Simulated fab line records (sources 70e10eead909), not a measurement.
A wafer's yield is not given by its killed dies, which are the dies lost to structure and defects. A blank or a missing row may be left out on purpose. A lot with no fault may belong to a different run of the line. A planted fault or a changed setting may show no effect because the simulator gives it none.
8D (eight disciplines) problem report, filled in by code -- flow nand-harc -- the parts of the form that need people (team, actions taken, sign-off) are left out

1. THE ISSUE
cd-nm at NHARC_P_M1_CD_MEAS_09 reads a mean of 158.6 nm on 6 wafers of 2 lots; wafers without a fault read 129.9 nm with a standard deviation of 0.45. That is +64 standard deviations from the usual mean.
The step: target cd 130 nm.
The first sign was on wafer L535.1 at day 12 08:02, on cd-sem-03. Wafers with a number at this step in the record: 39, from 13 lots. Rule for "out", or "out of limits": more than 4 standard deviations from the usual mean. Any other wafer with a number is counted as sound.

2. WHAT IT IS, WHAT IT ISN'T
question,is,is not
which readings at this step,cd-nm,-
which lots,"L535, L536","L520, L521, L523, L524, L525, L527, L528, L529, L530, L533, L534"
which wafers of those lots,all that have a number,-
read on which gauges,"cd-sem-02, cd-sem-03",cd-sem-01
when,from day 12 08:02,up to then (30 sound wafers); but 3 sound wafers of L534 came after

3. WHAT RULES OUT EACH SUSPECT
Counting: a tool at a process step up to the reading stays a suspect if it ran every lot that is out and no sound lot after the first of them.
- the gauge at NHARC_P_M1_CD_MEAS_09 has been ruled out. 2 gauges (cd-sem-02, cd-sem-03) read the wafers that are out.
- litho-track-01 at NHARC_P_M1_PEB_07 (peb time 65 s): kept. It processed each lot that is out, first L535 at day 12 07:58, and no sound lot thereafter; up to then, the last sound lot it processed was L533 at day 11 13:32. Out on those wafers are its own readings of heater-power-total-W, plate-temp-C.
After counting, what remains is litho-track-01 at NHARC_P_M1_PEB_07.

4. THE CAUSE (what the simulator had put in)
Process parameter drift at NHARC_P_M1_PEB_07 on litho-track-01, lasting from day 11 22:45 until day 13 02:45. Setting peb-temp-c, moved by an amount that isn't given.
This tool alone remained once counting was done.

5. THE CHAIN OF EFFECTS, in route order
Each row: a reading whose mean over the struck wafers that have a number lies more than 3 standard deviations from the usual. Readings are gone through only where the record gives a usual standard deviation; hours: the median, over the lots, of the time from a lot's start at the first step in this table giving one to that lot's start at this step; sigmas: the change measured in usual standard deviations.
hours,step,reading,usual,on struck wafers,change,sigmas
0,NHARC_P_M1_PEB_07,heater-power-total-W,156.6 W,178.8,+22.2,+52
0,NHARC_P_M1_PEB_07,plate-temp-C,99.99 C,110.17,+10.18,+85
0,NHARC_P_M1_CD_MEAS_09,cd-nm,129.9 nm,158.6,+28.7,+64
Here are the process steps it includes:
- NHARC_P_M1_PEB_07: peb time 65 s.

6. WHAT WOULD HAVE CAUGHT IT SOONER
9 hours passed between the start of the fault at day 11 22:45 and the first reading out of limits at a measuring or inspecting step in this record, taken at day 12 08:02.
At NHARC_P_M1_PEB_07, the tool's own readings (heater-power-total-W, plate-temp-C) were out on each struck wafer the step has a row for, so an alarm limit on them would have fired on the first such wafer.
Lots out: 2; of these, L536 started NHARC_P_M1_PEB_07 on litho-track-01 after day 12 08:02. Putting the tool on hold at that point would have spared it.
